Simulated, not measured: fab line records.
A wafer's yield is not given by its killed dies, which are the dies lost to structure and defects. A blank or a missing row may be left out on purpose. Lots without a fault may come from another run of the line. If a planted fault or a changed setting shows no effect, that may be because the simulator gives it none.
Chamber matching || flow nand-harc || NHARC_THIN_TSV_DEP_43 on pecvd-02: 3 sister chambers
The step deposits SiO2, target thk 1328.5 nm. 6 wafers are shown with their chamber, then 8 later ones without.

## WAFERS WITH THEIR CHAMBER
{"wafer": "L080.2", "chamber": 1, "showerhead-vpp-V (V)": 1811, "throttle-valve-pct (%)": 15.2}
{"wafer": "L080.5", "chamber": 2, "showerhead-vpp-V (V)": 1926, "throttle-valve-pct (%)": 16.2}
{"wafer": "L081.1", "chamber": 2, "showerhead-vpp-V (V)": 1952, "throttle-valve-pct (%)": 16.5}
{"wafer": "L081.4", "chamber": 1, "showerhead-vpp-V (V)": 1771, "throttle-valve-pct (%)": 15.5}
{"wafer": "L081.5", "chamber": 0, "showerhead-vpp-V (V)": 1842, "throttle-valve-pct (%)": 16.6}
{"wafer": "L085.1", "chamber": 0, "showerhead-vpp-V (V)": 1847, "throttle-valve-pct (%)": 16.7}

## WAFERS WITH NO CHAMBER GIVEN
{"wafer": "L085.2", "showerhead-vpp-V (V)": 1796, "throttle-valve-pct (%)": 15.5}
{"wafer": "L085.4", "showerhead-vpp-V (V)": 1931, "throttle-valve-pct (%)": 16.4}
{"wafer": "L088.2", "showerhead-vpp-V (V)": 1946, "throttle-valve-pct (%)": 16.5}
{"wafer": "L088.3", "showerhead-vpp-V (V)": 1872, "throttle-valve-pct (%)": 16.8}
{"wafer": "L088.6", "showerhead-vpp-V (V)": 1941, "throttle-valve-pct (%)": 16.4}
{"wafer": "L089.3", "showerhead-vpp-V (V)": 1863, "throttle-valve-pct (%)": 16.5}
{"wafer": "L089.4", "showerhead-vpp-V (V)": 1865, "throttle-valve-pct (%)": 16.4}
{"wafer": "L089.5", "showerhead-vpp-V (V)": 1787, "throttle-valve-pct (%)": 15.6}

## WHICH CHAMBER EACH ONE RAN IN
{"wafer": "L085.2", "from the rows above": 1, "in truth": 1}
{"wafer": "L085.4", "from the rows above": 2, "in truth": 2}
{"wafer": "L088.2", "from the rows above": 2, "in truth": 2}
{"wafer": "L088.3", "from the rows above": 0, "in truth": 0}
{"wafer": "L088.6", "from the rows above": 2, "in truth": 2}
{"wafer": "L089.3", "from the rows above": 0, "in truth": 0}
{"wafer": "L089.4", "from the rows above": 0, "in truth": 0}
{"wafer": "L089.5", "from the rows above": 1, "in truth": 1}
8 of 8 placed correctly. Number that these rows cannot place: 0. 0 placed wrongly.
How it was worked out, from the rows above alone: a wafer's distance from a chamber is the root of the sum, over the readings, of the square of ((its reading less the chamber's mean) divided by the reading's scatter). If the next closest chamber is less than 2 further off than the closest, the wafer can't be placed; otherwise it belongs to the closest. For every chamber, the mean is computed from those of its wafers that are shown. The scatter: take each reading less its chamber's mean, square it, sum over the shown wafers, divide by the number of wafers less the number of chambers, and take the root.
